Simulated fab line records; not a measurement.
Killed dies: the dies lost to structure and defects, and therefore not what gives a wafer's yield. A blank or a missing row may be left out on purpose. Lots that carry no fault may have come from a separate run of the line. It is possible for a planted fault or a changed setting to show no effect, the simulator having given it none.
Matching of chambers    flow nand-harc    NHARC_A_CONTACT_ALD_18 on ald-metal-03 has 4 sister chambers
The step deposits TiN, target thk 3 nm, pulse time 1 s, ald cycles 150. 8 wafers are shown with their chamber, then 7 later ones without.

## EACH WAFER AND ITS CHAMBER
wafer   chamber  heater-power-w (W)  precursor-pulse-height-rel
L428.2  0        1027                1.006
L428.6  2        1359                1.032
L430.4  0        1002                1.036
L435.1  1        1172                1.017
L435.3  3        1056                1.009
L435.6  3        1025                0.958
L437.4  2        1327                1.000
L437.5  1        1127                1.000

## WAFERS MISSING THEIR CHAMBER
wafer   heater-power-w (W)  precursor-pulse-height-rel
L437.6  1047                0.999
L439.1  1078                1.022
L439.2  1149                0.989
L439.3  1371                1.005
L440.2  1328                1.001
L440.3  1092                1.005
L440.5  1124                1.021

## WHICH CHAMBER EACH WENT THROUGH
wafer   from the rows above           in truth
L437.6  can't be placed: 3 or 0       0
L439.1  can't be placed: 3 or 0 or 1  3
L439.2  1                             1
L439.3  2                             2
L440.2  2                             2
L440.3  can't be placed: 3 or 1 or 0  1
L440.5  1                             1
Placed correctly: 4 of 7. Not placeable from these rows: 3 (in 3, the candidates include the true chamber). Wrongly placed: 0.
How it was worked out, from the rows above alone: a wafer's distance from a chamber is the root of the sum, over the readings, of the square of ((its reading less the chamber's mean) divided by the reading's scatter). The wafer belongs to the nearest chamber; if the next one is less than 2 further off, it can't be placed. The mean given for a chamber averages the wafers shown for that chamber. The scatter: take each reading less its chamber's mean, square it, sum over the shown wafers, divide by the number of wafers less the number of chambers, and take the root.
